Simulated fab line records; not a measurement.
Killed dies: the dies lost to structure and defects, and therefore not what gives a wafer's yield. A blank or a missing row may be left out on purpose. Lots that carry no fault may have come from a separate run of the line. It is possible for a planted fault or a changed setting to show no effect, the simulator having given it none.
fab line records ; flow nand-harc ; part 1 of 2: steps 1 to 23 of 29
record: lots: 5; wafers: 15; last-day: 32
route steps=1302 shown A_STAIRCASE@717
lots that met no fault: taken from a fault-free run of the same line
start-h: the number of hours between the record's first day and the start of the first shown wafer of the lot ; wait-h: hours elapsed since this lot's preceding step ; " same as the row above ; L1.1+2: a row that stands for several wafers ; - no value, or no start was given ; * or withheld: withheld ; < > ~ a bound
route shown NAME@n: NAME is a module with steps in the file, n the number in the route of the first one ; usual: mean/standard deviation of fault-free wafers ; same: alike in all rows ; chamber/n: place in a boat ; sites: readings site by site ; _std_site: standard deviation of those values ; _edge_site: the outer-site mean with the inner-site mean subtracted ; radius-mm: how far each site lies from the wafer's centre ; mask NAME#n: copy n ; behind: the last tool/chamber to shape the wafer ; hold: cause of the lot's hold/its duration in hours/its outcome ; device: the transistor (n, p or np) that didn't switch ; end of line: tests run on the same wafers once the route is complete ; where a step has no rows: the recipe by itself ; killed: at the first sort, the dies lost to defects and structure; wafer yield is something else ; map: per-die view of a wafer (x killed, . not killed, _ where there is no die)
set.NAME: the setting as run; set.NAME@STEP: as run at that earlier step ; model.NAME: the simulator's own value behind a step, which no gauge read
lots at some steps of the route; a table a step, a row a wafer
services: when a tool's chamber went out of use (start-h, in hours from the record's first day, below 0 if earlier), for how many hours, and the reason
== steps ==
step: NHARC_A_STAIRCASE_ETCH_203
recipe: target-depth-a: 1000; time-s: 40.5; ion-energy-ev: 400; c4f8-flow-sccm: 20; o2-flow-sccm: 10; ar-flow-sccm: withheld; rf-w: 600; bias-w: 1000; chemistry: C4F8/O2
usual: oes-product-au: 0.947/0.0089; rf-fwd-power-W: 592.6/2.5; rf-vpp-V: 896/6.6
lot.wafer;tool;chamber;start-h;wait-h;oes-product-au;rf-fwd-power-W;rf-hours-counter-h;rf-vpp-V
L078.4;rie-diel-01;1;-;-;0.960;591.4;2;888
L078.6;rie-diel-01;0;-;-;0.944;589.7;-;905
L078.5;rie-diel-01;1;-;-;0.951;591.5;-;888
L080.3;rie-diel-01;1;-;-;0.946;592.6;11;888
L080.1;rie-diel-01;3;-;-;0.956;592.5;12;891
L080.5;rie-diel-01;2;-;-;0.940;593.8;-;902
L081.4;rie-diel-06;0;-;-;0.940;595.7;38;901
L081.1;rie-diel-06;3;-;-;0.957;590.7;43;890
L081.6;rie-diel-06;0;-;-;0.940;597.1;-;900
L082.4;rie-diel-06;0;-;-;0.946;595.5;39;900
L082.3;rie-diel-06;2;-;-;0.949;593.5;44;890
L082.6;rie-diel-06;1;-;-;0.940;593.1;-;886
L093.1;rie-diel-06;1;-;-;0.947;593.4;23;905
L093.2;rie-diel-06;2;-;-;0.946;595.9;24;890
L093.3;rie-diel-06;3;-;-;0.944;592.6;17;889
step: NHARC_A_STAIRCASE_STRIP_205
recipe: power-w: 1500; temp-c: 250; chemistry: O2
usual: drypump-motor-current-A: 5.9/0.33; heater-power-w: 357/41; rf-refl-power-W: 27/4.5
lot.wafer;tool;chamber;start-h;wait-h;drypump-motor-current-A;heater-power-w;rf-hours-counter-h;rf-refl-power-W
L078.4;plasma-asher-02;1;396.69;0.2;5.9;353;-;31
L078.6;plasma-asher-02;1;396.69;0.2;5.9;346;-;31
L078.5;plasma-asher-02;0;396.69;0.2;6.3;422;-;28
L080.1;plasma-asher-02;1;419.93;0.1;5.9;352;31;32
L080.3;plasma-asher-02;0;419.93;0.1;6.3;410;-;26
L080.5;plasma-asher-02;0;419.93;0.1;6.3;414;-;28
L081.1;plasma-asher-02;0;425.89;0.1;6.3;411;33;28
L081.4;plasma-asher-02;0;425.89;0.1;6.3;414;-;26
L081.6;plasma-asher-02;1;425.89;0.1;5.9;361;-;33
L082.3;plasma-asher-01;1;433.07;0.2;5.8;333;-;29
L082.4;plasma-asher-01;0;433.07;0.2;5.4;307;-;18
L082.6;plasma-asher-01;1;433.07;0.2;5.8;325;-;31
L093.2;plasma-asher-01;1;549.81;0.1;5.8;316;3;31
L093.1;plasma-asher-01;0;549.81;0.1;5.4;288;3;19
L093.3;plasma-asher-01;1;549.81;0.1;5.8;310;-;28
step: NHARC_A_STAIRCASE_STRIP_206
recipe: time-s: 900; temp-c: 130; chemistry: SPM
lot.wafer;tool;chamber;start-h;wait-h
L078.4+5+6;wet-bench-04;4,5,6;396.97;0.2
L080.5+3+1;wet-bench-04;7,0,2;420.30;0.1
L081.6+1+4;wet-bench-01;5,6,1;426.21;0.1
L082.4+3+6;wet-bench-04;6,1,2;433.32;0.2
L093.3+1+2;wet-bench-04;0,1,4;550.16;0.2
step: NHARC_A_STAIRCASE_PRECLEAN_207
recipe: time-s: *; temp-c: 50; bath-age-min: 0; chemistry: SC1
lot.wafer;tool;chamber;start-h;wait-h
L078.4+5+6;wet-bench-04;4,5,6;-;-
L080.5+3+1;wet-bench-04;7,0,2;-;-
L081.6+1+4;wet-bench-01;5,6,1;-;-
L082.4+3+6;wet-bench-04;6,1,2;-;-
L093.3+1+2;wet-bench-04;0,1,4;-;-
step: NHARC_A_STAIRCASE_SRD_208
lot.wafer;tool;chamber;start-h;wait-h
L078.4+5+6;wet-bench-04;4,5,6;-;-
L080.5+3+1;wet-bench-04;7,0,2;-;-
L081.6+1+4;wet-bench-01;5,6,1;-;-
L082.4+3+6;wet-bench-04;6,1,2;-;-
L093.3+1+2;wet-bench-04;0,1,4;-;-
step: NHARC_A_STAIRCASE_DEHYDRATE_209
recipe: temp-c: 150; time-s: 120
lot.wafer;tool;chamber;start-h;wait-h
L078.4+5+6;litho-track-02;0;397.41;-
L080.1+3+5;litho-track-02;0;420.74;-
L081.1+4+6;litho-track-02;0;426.66;-
L082.3+4+6;litho-track-03;0;433.78;-
L093.1+2+3;litho-track-02;0;550.61;-
step: NHARC_A_STAIRCASE_HMDS_210
recipe: time-s: 30
lot.wafer;tool;chamber;start-h;wait-h
L078.4+5+6;litho-track-02;0;-;-
L080.1+3+5;litho-track-02;0;-;-
L081.1+4+6;litho-track-02;0;-;-
L082.3+4+6;litho-track-03;0;-;-
L093.1+2+3;litho-track-02;0;-;-
step: NHARC_A_STAIRCASE_COAT_211
recipe: spin-rpm: 1200
usual: spin-speed-rpm: 1200.0/0.67
lot.wafer;tool;chamber;start-h;wait-h;spin-speed-rpm
L078.4;litho-track-02;0;-;-;1199.9
L078.5;litho-track-02;0;-;-;1199.8
L078.6;litho-track-02;0;-;-;1200.8
L080.1;litho-track-02;0;-;-;1200.1
L080.3;litho-track-02;0;-;-;1201.2
L080.5;litho-track-02;0;-;-;1200.7
L081.1;litho-track-02;0;-;-;1198.7
L081.4;litho-track-02;0;-;-;1199.6
L081.6;litho-track-02;0;-;-;1199.6
L082.3;litho-track-03;0;-;-;1199.4
L082.4;litho-track-03;0;-;-;1200.3
L082.6;litho-track-03;0;-;-;1199.9
L093.1;litho-track-02;0;-;-;1199.7
L093.2;litho-track-02;0;-;-;1200.2
L093.3;litho-track-02;0;-;-;1200.9
step: NHARC_A_STAIRCASE_SOFTBAKE_212
recipe: temp-c: 135; time-s: 170
lot.wafer;tool;chamber;start-h;wait-h
L078.4+5+6;litho-track-02;0;-;-
L080.1+3+5;litho-track-02;0;-;-
L081.1+4+6;litho-track-02;0;-;-
L082.3+4+6;litho-track-03;0;-;-
L093.1+2+3;litho-track-02;0;-;-
step: NHARC_A_STAIRCASE_EBR_213
lot.wafer;tool;chamber;start-h;wait-h
L078.4+5+6;litho-track-02;0;-;-
L080.1+3+5;litho-track-02;0;-;-
L081.1+4+6;litho-track-02;0;-;-
L082.3+4+6;litho-track-03;0;-;-
L093.1+2+3;litho-track-02;0;-;-
step: NHARC_A_STAIRCASE_EXPOSE_214
recipe: na: 0.5; dose-mj: 31.26; mask-id: STAIR_3
usual: exposure-dose-mJ-cm2: 31.25/0.031
lot.wafer;tool;chamber;start-h;wait-h;mask;exposure-dose-mJ-cm2
L078.4;krf-scanner-01;0;397.76;-;STAIR_3#0;31.28
L078.5;krf-scanner-01;0;397.76;-;STAIR_3#0;31.30
L078.6;krf-scanner-01;0;397.76;-;STAIR_3#0;31.30
L080.1;krf-scanner-01;0;421.07;-;STAIR_3#0;31.22
L080.3;krf-scanner-01;0;421.07;-;STAIR_3#0;31.20
L080.5;krf-scanner-01;0;421.07;-;STAIR_3#0;31.25
L081.1;krf-scanner-01;0;426.87;-;STAIR_3#0;31.22
L081.4;krf-scanner-01;0;426.87;-;STAIR_3#0;31.21
L081.6;krf-scanner-01;0;426.87;-;STAIR_3#0;31.25
L082.3;krf-scanner-02;0;434.12;-;STAIR_3#0;31.21
L082.4;krf-scanner-02;0;434.12;-;STAIR_3#0;31.25
L082.6;krf-scanner-02;0;434.12;-;STAIR_3#0;31.20
L093.1;krf-scanner-01;0;550.94;-;STAIR_3#0;31.29
L093.2;krf-scanner-01;0;550.94;-;STAIR_3#0;31.26
L093.3;krf-scanner-01;0;550.94;-;STAIR_3#0;31.30
step: NHARC_A_STAIRCASE_PEB_215
recipe: peb-temp-c: 115; peb-time-s: 130
lot.wafer;tool;chamber;start-h;wait-h
L078.4+5+6;litho-track-02;0;397.81;0.0
L080.1+3+5;litho-track-05;0;421.14;0.1
L081.1+4+6;litho-track-05;0;426.94;0.1
L082.3+4+6;litho-track-03;0;434.18;0.1
L093.1+2+3;litho-track-03;0;551.01;0.1
step: NHARC_A_STAIRCASE_DEVELOP_216
recipe: time-s: 140
lot.wafer;tool;chamber;start-h;wait-h
L078.4+5+6;litho-track-02;0;-;-
L080.1+3+5;litho-track-05;0;-;-
L081.1+4+6;litho-track-05;0;-;-
L082.3+4+6;litho-track-03;0;-;-
L093.1+2+3;litho-track-03;0;-;-
step: NHARC_A_STAIRCASE_HARDBAKE_218
recipe: temp-c: 120; time-s: 140
lot.wafer;tool;chamber;start-h;wait-h
L078.4+5+6;litho-track-05;0;398.04;-
L080.1+3+5;litho-track-02;0;421.36;-
L081.1+4+6;litho-track-02;0;427.15;-
L082.3+4+6;litho-track-05;0;434.41;-
L093.1+2+3;litho-track-03;0;551.23;-
step: NHARC_A_STAIRCASE_DESCUM_219
recipe: time-s: 3; o2-flow-sccm: 200; ar-flow-sccm: 0; bias-power-w: 0; chemistry: O2
usual: drypump-motor-current-A: 5.8/0.43; oes-product-au: 1.000/0.0074; rf-vpp-V: 57.9/0.89; showerhead-plenum-p-Torr: 1.92/0.1; throttle-valve-pct: 11.308/0.0094
lot.wafer;tool;chamber;start-h;wait-h;drypump-motor-current-A;oes-product-au;rf-hours-counter-h;rf-vpp-V;showerhead-plenum-p-Torr;throttle-valve-pct
L078.4;rie-diel-06;2;398.12;-;5.3;1.015;35;59.7;1.83;11.307
L078.5;rie-diel-06;1;398.12;-;5.9;0.994;-;58.8;1.78;11.312
L078.6;rie-diel-06;2;398.12;-;5.3;1.007;-;57.8;1.83;11.304
L080.1;rie-diel-01;0;421.45;-;5.4;0.999;13;58.2;2.05;11.307
L080.3;rie-diel-01;3;421.45;-;6.5;1.001;12;56.5;1.84;11.311
L080.5;rie-diel-01;0;421.45;-;5.3;0.995;-;57.6;2.05;11.333
L081.1;rie-diel-13;2;427.25;-;6.3;0.992;27;56.6;1.97;11.300
L081.4;rie-diel-13;0;427.25;-;5.4;0.998;33;58.8;2.07;11.295
L081.6;rie-diel-13;2;427.25;-;6.2;1.000;-;57.8;1.97;11.306
L082.4;rie-diel-13;0;434.49;-;5.4;1.009;34;58.5;2.06;11.290
L082.3;rie-diel-13;3;434.49;-;6.3;1.006;26;58.6;1.98;11.313
L082.6;rie-diel-13;0;434.49;-;5.4;1.005;-;59.2;2.06;11.321
L093.1;rie-diel-13;1;551.33;-;5.6;0.996;11;57.5;1.83;11.306
L093.2;rie-diel-13;2;551.33;-;6.2;0.995;12;59.2;1.95;11.318
L093.3;rie-diel-13;3;551.33;-;6.3;1.005;2;58.1;1.97;11.310
step: NHARC_A_STAIRCASE_TRIM_220
recipe: time-s: 211.2; o2-flow-sccm: 500; ar-flow-sccm: 0; bias-w: 0; chemistry: O2
usual: drypump-motor-current-A: 5.8/0.44; oes-product-au: 1.003/0.0091; rf-vpp-V: 57.8/0.92; showerhead-plenum-p-Torr: 3.54/0.18; throttle-valve-pct: 17.035/0.0089
lot.wafer;tool;chamber;start-h;wait-h;drypump-motor-current-A;oes-product-au;rf-hours-counter-h;rf-vpp-V;showerhead-plenum-p-Torr;throttle-valve-pct
L078.4;rie-diel-06;2;398.24;0.1;5.3;1.008;35;59.7;3.38;17.040
L078.6;rie-diel-06;3;398.24;0.1;5.4;1.013;-;57.1;3.40;17.045
L078.5;rie-diel-06;0;398.24;0.1;6.5;1.014;-;58.6;3.63;17.035
L080.3;rie-diel-01;1;421.53;0.1;5.6;1.004;11;56.9;3.30;17.042
L080.1;rie-diel-01;3;421.53;0.1;6.6;1.005;12;56.5;3.40;17.034
L080.5;rie-diel-01;2;421.53;0.1;5.8;0.997;-;55.6;3.71;17.026
L081.1;rie-diel-13;2;427.42;0.2;6.2;0.992;27;57.5;3.62;17.023
L081.4;rie-diel-13;3;427.42;0.2;6.3;1.006;25;58.6;3.64;17.026
L081.6;rie-diel-13;1;427.42;0.2;5.6;0.996;-;57.2;3.41;17.028
L082.4;rie-diel-13;3;434.59;0.1;6.3;1.007;26;58.4;3.64;17.032
L082.3;rie-diel-13;1;434.59;0.1;5.6;0.995;30;56.7;3.41;17.045
L082.6;rie-diel-13;3;434.59;0.1;6.3;1.002;-;57.7;3.64;17.025
L093.2;rie-diel-13;1;551.42;0.1;5.6;0.997;12;57.1;3.39;17.046
L093.3;rie-diel-13;2;551.42;0.1;6.2;1.004;12;58.4;3.59;17.020
L093.1;rie-diel-13;3;551.42;0.1;6.3;1.005;2;57.0;3.62;17.024
step: NHARC_A_STAIRCASE_ETCH_221
recipe: target-depth-a: 1000; time-s: 40.5; ion-energy-ev: 400; c4f8-flow-sccm: 20; o2-flow-sccm: 10; ar-flow-sccm: withheld; rf-w: 600; bias-w: 1000; chemistry: C4F8/O2
usual: oes-product-au: 0.944/0.013; rf-fwd-power-W: 592/3; rf-vpp-V: 896/6.3
lot.wafer;tool;chamber;start-h;wait-h;oes-product-au;rf-fwd-power-W;rf-hours-counter-h;rf-vpp-V
L078.4;rie-diel-06;3;-;-;0.956;591;34;890
L078.5;rie-diel-06;0;-;-;0.958;597;-;900
L078.6;rie-diel-06;1;-;-;0.946;590;-;888
L080.3;rie-diel-01;3;-;-;0.942;592;12;892
L080.1;rie-diel-01;0;-;-;0.942;591;13;906
L080.5;rie-diel-01;1;-;-;0.934;590;-;887
L081.1;rie-diel-13;0;-;-;0.931;590;33;906
L081.4;rie-diel-13;2;-;-;0.933;596;27;899
L081.6;rie-diel-13;3;-;-;0.925;587;-;900
L082.4;rie-diel-13;0;-;-;0.941;586;34;906
L082.3;rie-diel-13;3;-;-;0.954;593;26;902
L082.6;rie-diel-13;1;-;-;0.941;593;-;893
L093.3;rie-diel-13;3;-;-;0.965;588;2;900
L093.2;rie-diel-13;0;-;-;0.948;590;11;905
L093.1;rie-diel-13;2;-;-;0.965;594;12;896
step: NHARC_A_STAIRCASE_TRIM_222
recipe: time-s: 211.2; o2-flow-sccm: 500; ar-flow-sccm: 0; bias-w: 0; chemistry: O2
usual: drypump-motor-current-A: 5.8/0.44; oes-product-au: 1.001/0.0077; rf-vpp-V: 57.8/0.91; showerhead-plenum-p-Torr: 3.55/0.18; throttle-valve-pct: 17.038/0.0089
lot.wafer;tool;chamber;start-h;wait-h;drypump-motor-current-A;oes-product-au;rf-hours-counter-h;rf-vpp-V;showerhead-plenum-p-Torr;throttle-valve-pct
L078.4;rie-diel-06;0;-;-;6.5;1.002;28;58.0;3.63;17.052
L078.6;rie-diel-06;3;-;-;5.4;1.012;-;58.5;3.40;17.033
L078.5;rie-diel-06;0;-;-;6.5;1.013;-;57.7;3.63;17.033
L080.3;rie-diel-01;2;-;-;5.8;0.986;11;58.9;3.71;17.043
L080.1;rie-diel-01;3;-;-;6.6;0.996;13;58.6;3.40;17.045
L080.5;rie-diel-01;2;-;-;5.8;0.988;-;58.4;3.71;17.030
L081.1;rie-diel-13;0;-;-;5.4;0.993;33;57.1;3.79;17.031
L081.4;rie-diel-13;1;-;-;5.7;0.992;29;56.5;3.41;17.035
L081.6;rie-diel-13;1;-;-;5.6;1.002;-;56.1;3.41;17.046
L082.4;rie-diel-13;0;-;-;5.4;1.011;34;58.1;3.79;17.035
L082.3;rie-diel-13;1;-;-;5.6;1.002;30;58.6;3.41;17.037
L082.6;rie-diel-13;0;-;-;5.4;1.009;-;58.9;3.79;17.037
L093.2;rie-diel-13;2;-;-;6.2;1.000;12;57.1;3.59;17.028
L093.3;rie-diel-13;0;-;-;5.4;1.001;11;56.6;3.76;17.038
L093.1;rie-diel-13;1;-;-;5.6;0.993;12;57.8;3.39;17.048
step: NHARC_A_STAIRCASE_ETCH_223
recipe: target-depth-a: 1000; time-s: 40.5; ion-energy-ev: 400; c4f8-flow-sccm: 20; o2-flow-sccm: 10; ar-flow-sccm: withheld; rf-w: 600; bias-w: 1000; chemistry: C4F8/O2
usual: oes-product-au: 0.944/0.01; rf-fwd-power-W: 591.8/2.7; rf-vpp-V: 896/6.4
lot.wafer;tool;chamber;start-h;wait-h;oes-product-au;rf-fwd-power-W;rf-hours-counter-h;rf-vpp-V
L078.4;rie-diel-06;3;-;-;0.963;593.5;34;891
L078.6;rie-diel-06;2;-;-;0.957;594.3;-;889
L078.5;rie-diel-06;3;-;-;0.960;594.1;-;892
L080.3;rie-diel-01;3;-;-;0.944;592.3;13;890
L080.1;rie-diel-01;0;-;-;0.927;589.6;13;904
L080.5;rie-diel-01;3;-;-;0.933;591.0;-;891
L081.1;rie-diel-13;1;-;-;0.930;595.4;29;892
L081.4;rie-diel-13;2;-;-;0.933;591.3;28;900
L081.6;rie-diel-13;1;-;-;0.926;595.1;-;891
L082.3;rie-diel-13;2;-;-;0.946;593.3;29;900
L082.4;rie-diel-13;3;-;-;0.944;588.9;26;900
L082.6;rie-diel-13;2;-;-;0.938;589.6;-;899
L093.2;rie-diel-13;1;-;-;0.947;591.7;12;891
L093.3;rie-diel-13;2;-;-;0.942;593.0;12;897
L093.1;rie-diel-13;3;-;-;0.951;591.9;2;900
step: NHARC_A_STAIRCASE_TRIM_224
recipe: time-s: 211.2; o2-flow-sccm: 500; ar-flow-sccm: 0; bias-w: 0; chemistry: O2
usual: drypump-motor-current-A: 5.9/0.43; oes-product-au: 1.001/0.0078; rf-vpp-V: 57.7/1; showerhead-plenum-p-Torr: 3.54/0.18; throttle-valve-pct: 17.036/0.0091
lot.wafer;tool;chamber;start-h;wait-h;drypump-motor-current-A;oes-product-au;rf-hours-counter-h;rf-vpp-V;showerhead-plenum-p-Torr;throttle-valve-pct
L078.4;rie-diel-06;3;-;-;5.4;1.012;34;56.4;3.40;17.039
L078.5;rie-diel-06;0;-;-;6.5;1.015;-;58.4;3.63;17.034
L078.6;rie-diel-06;1;-;-;5.9;1.004;-;59.0;3.30;17.040
L080.1;rie-diel-01;1;-;-;5.6;0.992;11;58.4;3.30;17.046
L080.3;rie-diel-01;3;-;-;6.6;0.994;13;56.8;3.40;17.051
L080.5;rie-diel-01;0;-;-;5.4;0.996;-;59.1;3.77;17.033
L081.1;rie-diel-13;3;-;-;6.3;1.009;25;57.5;3.64;17.050
L081.4;rie-diel-13;0;-;-;5.4;1.014;33;58.1;3.79;17.049
L081.6;rie-diel-13;1;-;-;5.6;1.006;-;56.4;3.41;17.037
L082.3;rie-diel-13;1;-;-;5.6;0.997;30;56.9;3.41;17.038
L082.4;rie-diel-13;2;-;-;6.3;0.997;29;59.2;3.62;17.032
L082.6;rie-diel-13;0;-;-;5.4;0.999;-;58.6;3.79;17.033
L093.1;rie-diel-13;1;-;-;5.6;1.002;12;58.7;3.39;17.040
L093.3;rie-diel-13;2;-;-;6.2;1.004;12;57.4;3.59;17.034
L093.2;rie-diel-13;3;-;-;6.3;0.999;2;57.9;3.62;17.019
step: NHARC_A_STAIRCASE_ETCH_225
recipe: target-depth-a: 1000; time-s: 40.5; ion-energy-ev: 400; c4f8-flow-sccm: 20; o2-flow-sccm: 10; ar-flow-sccm: withheld; rf-w: 600; bias-w: 1000; chemistry: C4F8/O2
usual: oes-product-au: 0.944/0.01; rf-fwd-power-W: 591.9/2.5; rf-vpp-V: 896/6.5
lot.wafer;tool;chamber;start-h;wait-h;oes-product-au;rf-fwd-power-W;rf-hours-counter-h;rf-vpp-V
L078.4;rie-diel-06;1;-;-;0.939;590.5;29;888
L078.5;rie-diel-06;2;-;-;0.954;594.7;-;891
L078.6;rie-diel-06;3;-;-;0.954;590.4;-;891
L080.3;rie-diel-01;3;-;-;0.956;592.4;13;892
L080.1;rie-diel-01;0;-;-;0.942;590.0;13;904
L080.5;rie-diel-01;3;-;-;0.955;591.0;-;891
L081.4;rie-diel-13;0;-;-;0.942;592.0;33;904
L081.1;rie-diel-13;2;-;-;0.939;593.0;28;899
L081.6;rie-diel-13;0;-;-;0.941;591.7;-;905
L082.3;rie-diel-13;1;-;-;0.940;593.8;30;891
L082.4;rie-diel-13;3;-;-;0.936;590.7;27;901
L082.6;rie-diel-13;0;-;-;0.949;592.5;-;905
L093.1;rie-diel-13;3;-;-;0.938;592.4;2;900
L093.2;rie-diel-13;0;-;-;0.929;593.0;11;904
L093.3;rie-diel-13;1;-;-;0.923;592.1;12;890
step: NHARC_A_STAIRCASE_TRIM_226
recipe: time-s: 211.2; o2-flow-sccm: 500; ar-flow-sccm: 0; bias-w: 0; chemistry: O2
usual: drypump-motor-current-A: 5.8/0.44; oes-product-au: 1.001/0.0078; rf-vpp-V: 57.8/0.96; showerhead-plenum-p-Torr: 3.54/0.18; throttle-valve-pct: 17.036/0.0097
lot.wafer;tool;chamber;start-h;wait-h;drypump-motor-current-A;oes-product-au;rf-hours-counter-h;rf-vpp-V;showerhead-plenum-p-Torr;throttle-valve-pct
L078.4;rie-diel-06;1;-;-;5.9;1.005;29;57.7;3.30;17.031
L078.5;rie-diel-06;3;-;-;5.4;1.013;-;56.3;3.39;17.012
L078.6;rie-diel-06;0;-;-;6.5;1.011;-;58.3;3.63;17.019
L080.3;rie-diel-01;1;-;-;5.6;0.995;11;56.9;3.30;17.017
L080.1;rie-diel-01;2;-;-;5.8;0.998;11;58.5;3.71;17.037
L080.5;rie-diel-01;0;-;-;5.4;1.003;-;57.6;3.77;17.052
L081.1;rie-diel-13;3;-;-;6.3;0.997;25;57.2;3.64;17.027
L081.4;rie-diel-13;1;-;-;5.6;0.989;29;58.6;3.41;17.042
L081.6;rie-diel-13;0;-;-;5.4;0.990;-;57.6;3.79;17.046
L082.4;rie-diel-13;1;-;-;5.6;0.999;30;57.2;3.41;17.035
L082.3;rie-diel-13;2;-;-;6.3;0.986;29;57.6;3.62;17.021
L082.6;rie-diel-13;1;-;-;5.6;0.993;-;57.2;3.41;17.025
L093.3;rie-diel-13;1;-;-;5.6;1.005;12;58.7;3.39;17.027
L093.2;rie-diel-13;2;-;-;6.3;0.999;12;58.0;3.59;17.035
L093.1;rie-diel-13;3;-;-;6.2;1.009;3;57.0;3.62;17.025
step: NHARC_A_STAIRCASE_ETCH_227
recipe: target-depth-a: 1000; time-s: 40.5; ion-energy-ev: 400; c4f8-flow-sccm: 20; o2-flow-sccm: 10; ar-flow-sccm: withheld; rf-w: 600; bias-w: 1000; chemistry: C4F8/O2
usual: oes-product-au: 0.945/0.012; rf-fwd-power-W: 592.2/2.5; rf-vpp-V: 896/6.4
lot.wafer;tool;chamber;start-h;wait-h;oes-product-au;rf-fwd-power-W;rf-hours-counter-h;rf-vpp-V
L078.4;rie-diel-06;3;-;-;0.956;594.1;34;891
L078.5;rie-diel-06;0;-;-;0.949;592.7;-;900
L078.6;rie-diel-06;1;-;-;0.949;593.6;-;888
L080.3;rie-diel-01;3;-;-;0.957;593.0;13;891
L080.1;rie-diel-01;0;-;-;0.931;587.9;13;905
L080.5;rie-diel-01;2;-;-;0.935;591.8;-;903
L081.4;rie-diel-13;0;-;-;0.933;591.9;33;905
L081.1;rie-diel-13;2;-;-;0.916;588.2;28;899
L081.6;rie-diel-13;3;-;-;0.931;589.0;-;901
L082.4;rie-diel-13;3;-;-;0.949;590.0;27;902
L082.3;rie-diel-13;2;-;-;0.952;592.6;29;899
L082.6;rie-diel-13;3;-;-;0.950;588.0;-;899
L093.1;rie-diel-13;0;-;-;0.941;592.9;11;904
L093.3;rie-diel-13;2;-;-;0.937;593.8;12;900
L093.2;rie-diel-13;3;-;-;0.946;589.3;3;900
